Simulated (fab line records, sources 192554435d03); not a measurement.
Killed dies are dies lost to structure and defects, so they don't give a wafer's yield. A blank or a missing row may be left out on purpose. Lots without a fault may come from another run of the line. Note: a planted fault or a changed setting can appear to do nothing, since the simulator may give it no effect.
fab line records | flow n5-finfet | part 2 of 2: steps 22 to 31 of 31
record lots=5 wafers=15 last-day=16
route steps=1938 shown MOL_CONTACT_COAG@565
lots untouched by any fault: they come from a run of this same line in which no faults occurred
start-h: hours from the record's opening day to when the first of the lot's shown wafers began | wait-h: hours elapsed since this lot's preceding step | " unchanged from the row above | L1.1+2: a row that stands for several wafers | - value missing, or start not given | * or withheld: withheld | < > ~ a bound
route shown NAME@n: names a module that has steps shown in the file, with the first one's number in the route | usual: average and standard deviation across the fault-free wafers | same: alike in all rows | chamber/n: place in a boat | sites: per-site readings | _std_site: the values' standard deviation | _edge_site: the outer-site mean with the inner-site mean subtracted | radius-mm: for every site, how far away it sits from the centre of the wafer | mask NAME#n: copy n | behind: the last tool/chamber to shape the wafer | hold: what put the lot on hold/how long, in hours/how the hold closed | device: which transistor (n, p or np) failed to switch | end of line: tests run on the same wafers once the route is complete | where a step has no rows: the recipe by itself | killed: at the first sort, the dies lost to defects and structure; wafer yield is something else | map: the dies of a wafer, with x for killed, . for not killed, _ for no die there
set.NAME: the setting as run; set.NAME@STEP: as run at that earlier step | model.NAME: the simulator's own value behind a step, which no gauge read
a table for each step, a row for each wafer; lots at some steps of the route
services: when a tool's chamber went out of use (start-h, in hours from the record's first day, below 0 if earlier), for how many hours, and the reason
## steps
# step N5_MOL_CONTACT_COAG_VIA_ETCH_46
# recipe chemistry=C4F6/O2 target-depth-a=460 overetch-a=92 mask-material=SOC target=SiO2 bias-w=455 pressure-mtorr=10 time-s=40 source-w=325 Ar_flow_sccm=300 C4F6_flow_sccm=10 O2_flow_sccm=10 ion-energy-ev=575.3 ends=end-point
# usual drypump-motor-current-A=5.5/0.49 oes-product-au=0.69/0.065 rf-vpp-V=1569/27 showerhead-plenum-p-Torr=2.83/0.1 throttle-valve-pct=41.0/0.54
# columns lot.wafer tool chamber start-h wait-h drypump-motor-current-A oes-product-au rf-hours-counter-h rf-vpp-V showerhead-plenum-p-Torr throttle-valve-pct
L078.4 rie-diel-06 0 123.16 0.0 4.8 0.69 134 1532 2.76 41.0
L078.5 " 0 " " 4.8 0.69 - 1531 2.76 41.0
L078.6 " 1 " " 5.6 0.66 - 1625 2.84 41.7
L083.2 rie-diel-05 0 151.75 0.0 5.9 0.68 113 1585 3.00 41.3
L083.3 " 1 " " 5.1 0.78 28 1561 2.80 41.0
L083.4 " 3 " " 6.4 0.62 224 1537 2.69 40.8
L088.1 rie-diel-04 0 192.47 0.0 5.7 0.62 218 1584 2.93 41.1
L088.2 " 2 " " 6.3 0.77 60 1558 2.79 41.5
L088.6 " 0 " " 5.7 0.62 - 1581 2.93 41.2
L089.3 rie-diel-06 0 193.30 0.0 4.8 0.67 161 1532 2.75 41.0
L089.4 " 1 " " 5.6 0.65 191 1623 2.83 41.7
L089.5 " 3 " " 4.8 0.86 - 1578 3.04 41.8
L093.1 rie-diel-04 0 222.31 0.0 5.7 0.61 229 1582 2.93 41.2
L093.2 " 3 " " 5.1 0.67 141 1583 2.86 41.6
L093.5 " 1 " " 5.9 0.66 - 1586 2.69 40.3
# step N5_MOL_CONTACT_COAG_STRIP_96
# recipe chemistry=N2/H2 power-w=500 temp-c=40 pressure-mtorr=50 rf-frequency-hz=6e+07 overash-fraction=0.3 bias-power-w=28 h2-frac=0.5 n2-flow-sccm=300 h2-flow-sccm=300
# usual drypump-motor-current-A=5.5/0.49 oes-product-au=0.78/0.077 rf-vpp-V=121.6/1.3 showerhead-plenum-p-Torr=3.34/0.13 throttle-valve-pct=19.1/0.36
# same overash-fraction=0.3
# columns lot.wafer tool chamber start-h wait-h drypump-motor-current-A oes-product-au rf-hours-counter-h rf-vpp-V showerhead-plenum-p-Torr throttle-valve-pct
L078.4 rie-diel-06 0 123.23 0.0 4.8 0.78 134 119.7 3.22 18.4
L078.5 " 0 " " 4.8 0.77 - 121.2 3.22 18.4
L078.6 " 1 " " 5.6 0.75 - 120.4 3.35 19.4
L083.2 rie-diel-05 0 151.82 0.0 5.9 0.78 113 123.5 3.51 19.1
L083.3 " 1 " " 5.1 0.90 28 121.5 3.28 18.8
L083.4 " 3 " " 6.4 0.69 225 121.0 3.17 19.1
L088.1 rie-diel-04 0 192.54 0.0 5.8 0.67 218 121.7 3.46 19.6
L088.2 " 2 " " 6.3 0.85 60 122.4 3.28 18.8
L088.6 " 0 " " 5.7 0.68 - 121.0 3.46 19.6
L089.3 rie-diel-06 0 193.37 0.0 4.8 0.75 161 120.7 3.20 18.5
L089.4 " 1 " " 5.6 0.74 191 121.3 3.34 19.5
L089.5 " 3 " " 4.9 0.97 - 122.4 3.58 19.3
L093.1 rie-diel-04 0 222.38 0.0 5.8 0.66 229 123.6 3.46 19.6
L093.2 " 3 " " 5.1 0.75 141 121.6 3.35 18.9
L093.5 " 1 " " 5.8 0.75 - 120.0 3.22 18.9
# step N5_MOL_CONTACT_COAG_ETCH_47
# recipe chemistry=CH3F/O2 target=SiNx target-depth-a=270 mask-material=SiO2 stop-on=W over-etch-frac=0.2 ion-energy-ev=120 endpoint=OES-CN pressure-mtorr=30 source-w=395 bias-w=73 Ar_flow_sccm=150 CH3F_flow_sccm=30 O2_flow_sccm=20 ends=end-point
# usual drypump-motor-current-A=5.5/0.5 etch-rf-on-time-s=31.3/0.62 oes-product-au=0.69/0.069 rf-vpp-V=294/5.6 showerhead-plenum-p-Torr=1.99/0.077 throttle-valve-pct=16.44/0.2
# columns lot.wafer tool chamber start-h wait-h drypump-motor-current-A etch-rf-on-time-s oes-product-au rf-hours-counter-h rf-vpp-V showerhead-plenum-p-Torr throttle-valve-pct
L078.4 rie-diel-06 0 123.27 0.0 4.8 31.4 0.68 134 285 1.94 16.37
L078.5 " 0 " " 4.8 31.5 0.69 - 287 1.94 16.38
L078.6 " 1 " " 5.6 30.6 0.67 - 305 2.00 16.68
L083.2 rie-diel-05 0 151.86 0.0 5.9 30.7 0.69 113 296 2.11 16.66
L083.3 " 1 " " 5.1 31.4 0.80 28 291 1.96 16.19
L083.4 " 3 " " 6.4 32.6 0.60 225 288 1.89 16.41
L088.1 rie-diel-04 0 192.58 0.0 5.8 32.3 0.61 218 296 2.07 16.46
L088.2 " 2 " " 6.3 30.9 0.77 60 290 1.96 16.58
L088.6 " 0 " " 5.8 32.5 0.61 - 296 2.07 16.44
L089.3 rie-diel-06 0 193.41 0.0 4.8 31.6 0.67 161 285 1.93 16.43
L089.4 " 1 " " 5.6 31.3 0.66 191 306 1.99 16.73
L089.5 " 3 " " 4.9 30.6 0.88 - 296 2.15 16.29
L093.1 rie-diel-04 0 222.42 0.0 5.7 32.5 0.60 229 295 2.06 16.45
L093.2 " 3 " " 5.1 31.5 0.67 141 298 2.01 16.56
L093.5 " 1 " " 5.9 31.8 0.66 - 298 1.89 16.18
# step N5_MOL_CONTACT_COAG_STRIP_119
# recipe chemistry=N2/H2 time-s=30 power-w=1000 temp-c=250 pressure-mtorr=withheld n2-flow-sccm=1750 h2-flow-sccm=3250
# usual drypump-motor-current-A=6.0/0.43 heater-power-w=368/19
# columns lot.wafer tool chamber start-h wait-h drypump-motor-current-A heater-power-w rf-hours-counter-h
L078.4 plasma-asher-01 1 123.37 0.1 5.9 398 -
L078.5 " 1 " " 5.9 389 -
L078.6 " 0 " " 5.7 363 -
L083.2 plasma-asher-01 0 151.94 0.1 5.7 356 119
L083.3 " 0 " " 5.8 363 -
L083.4 " 1 " " 5.8 395 -
L088.1 plasma-asher-02 1 192.66 0.1 6.7 375 44
L088.2 " 0 " " 5.7 344 44
L088.6 " 1 " " 6.7 389 -
L089.3 plasma-asher-02 1 193.51 0.1 6.7 379 -
L089.4 " 0 " " 5.7 356 -
L089.5 " 1 " " 6.7 381 -
L093.1 plasma-asher-02 1 222.50 0.1 6.7 373 50
L093.2 " 0 " " 5.7 346 50
L093.5 " 0 " " 5.7 351 -
# step N5_MOL_CONTACT_COAG_PRECLEAN_144
# recipe chemistry=alkaline-clean temp-c=60 time-s=60 do-ppb=50
# usual do-ppb=49.9/0.51
# columns lot.wafer tool chamber start-h wait-h do-ppb
L078.4 wet-bench-01 1 123.44 0.0 49.6
L078.5 " 0 " " 50.1
L078.6 " 3 " " 49.8
L083.2 wet-bench-03 4 152.02 0.1 50.4
L083.3 " 7 " " 50.1
L083.4 " 3 " " 50.7
L088.1 wet-bench-02 6 192.74 0.1 49.5
L088.2 " 4 " " 49.6
L088.6 " 7 " " 50.8
L089.3 wet-bench-02 4 193.57 0.0 49.9
L089.4 " 7 " " 49.3
L089.5 " 5 " " 49.3
L093.1 wet-bench-01 3 222.59 0.1 49.6
L093.2 " 1 " " 50.5
L093.5 " 6 " " 49.3
# step N5_MOL_CONTACT_COAG_SRD_145
# recipe dry=ipa-marangoni time-s=30 temp-c=23 rinse-liquid=diw
# columns lot.wafer tool chamber start-h wait-h
L078.4+5+6 wet-bench-01 1,0,3 123.48 0.0
L083.2+3+4 wet-bench-03 4,7,3 152.05 0.0
L088.1+2+6 wet-bench-02 6,4,7 192.76 0.0
L089.3+4+5 wet-bench-02 4,7,5 193.59 0.0
L093.1+2+5 wet-bench-01 3,1,6 222.61 0.0
# step N5_MOL_CONTACT_COAG_CD_MEAS_137
# recipe target-cd-nm=16
# usual cd-nm=16.0/0.31
# columns lot.wafer tool chamber start-h wait-h cd-nm
L078.4 cd-sem-01 - 123.54 0.0 16.0
L078.5 " - " " 16.3
L078.6 " - " " 15.9
L083.2 cd-sem-03 - 152.09 0.0 15.7
L083.3 " - " " 15.9
L083.4 " - " " 15.9
L088.1 cd-sem-02 - 192.80 0.0 16.1
L088.2 " - " " 15.7
L088.6 " - " " 16.5
L089.3 cd-sem-01 - 193.64 0.0 15.7
L089.4 " - " " 16.2
L089.5 " - " " 16.4
L093.1 cd-sem-03 - 222.65 0.0 16.0
L093.2 " - " " 16.1
L093.5 " - " " 16.3
# step N5_MOL_CONTACT_COAG_COAT_62
# recipe resist=SOC temp-c=250 time-s=60 spin-rpm=1500 resist-thk-nm=60
# columns lot.wafer tool chamber start-h wait-h
L078.4+5+6 litho-track-04 0 123.58 0.0
L083.2+3+4 litho-track-01 0 152.12 0.0
L088.1+2+6 litho-track-01 0 192.84 0.0
L089.3+4+5 litho-track-01 0 193.67 0.0
L093.1+2+5 litho-track-04 0 222.69 0.0
# step N5_MOL_CONTACT_COAG_COAT_63
# recipe resist=SiARC temp-c=220 time-s=60 spin-rpm=1500 resist-thk-nm=10
# columns lot.wafer tool chamber start-h wait-h
L078.4+5+6 litho-track-04 0 - -
L083.2+3+4 litho-track-01 0 - -
L088.1+2+6 litho-track-01 0 - -
L089.3+4+5 litho-track-01 0 - -
L093.1+2+5 litho-track-04 0 - -
# step N5_MOL_CONTACT_COAG_COAT_64
# recipe resist=underlayer temp-c=205 time-s=60 spin-rpm=1500 resist-thk-nm=10
# columns lot.wafer tool chamber start-h wait-h
L078.4+5+6 litho-track-04 0 - -
L083.2+3+4 litho-track-01 0 - -
L088.1+2+6 litho-track-01 0 - -
L089.3+4+5 litho-track-01 0 - -
L093.1+2+5 litho-track-04 0 - -
## services
# columns tool chamber start-h hours kind
euv-scanner-01 - 112.68 1.0 pm
euv-scanner-02 - 116.34 5.8 pm
wet-bench-01 - 120.50 1.2 repair
euv-scanner-02 - 126.45 2.4 repair
plasma-asher-02 - 127.36 15.6 pm
ald-sin-04 2 140.28 5.4 repair
euv-scanner-01 - 143.05 0.3 repair
rie-diel-06 3 149.23 - clean
rie-diel-06 3 149.23 - consumable-replace:focus-ring
rie-diel-06 3 149.23 - consumable-replace:showerhead
wet-bench-02 - 158.65 4.3 repair
rie-diel-04 - 164.74 4.3 pm
euv-scanner-01 - 168.83 1.0 pm
plasma-asher-02 - 169.49 2.8 pm
euv-scanner-02 - 172.76 1.0 pm
ald-sin-03 - 179.52 6.0 pm
ald-sin-03 0 187.35 3.2 repair
wet-bench-01 - 197.08 1.9 pm
plasma-asher-01 - 206.19 1.9 repair
euv-scanner-01 - 209.03 4.6 pm
rie-diel-04 - 212.56 0.5 repair
rie-diel-05 0 213.29 4.7 repair
rie-diel-06 - 216.71 2.8 pm
euv-scanner-01 - 219.87 2.0 repair
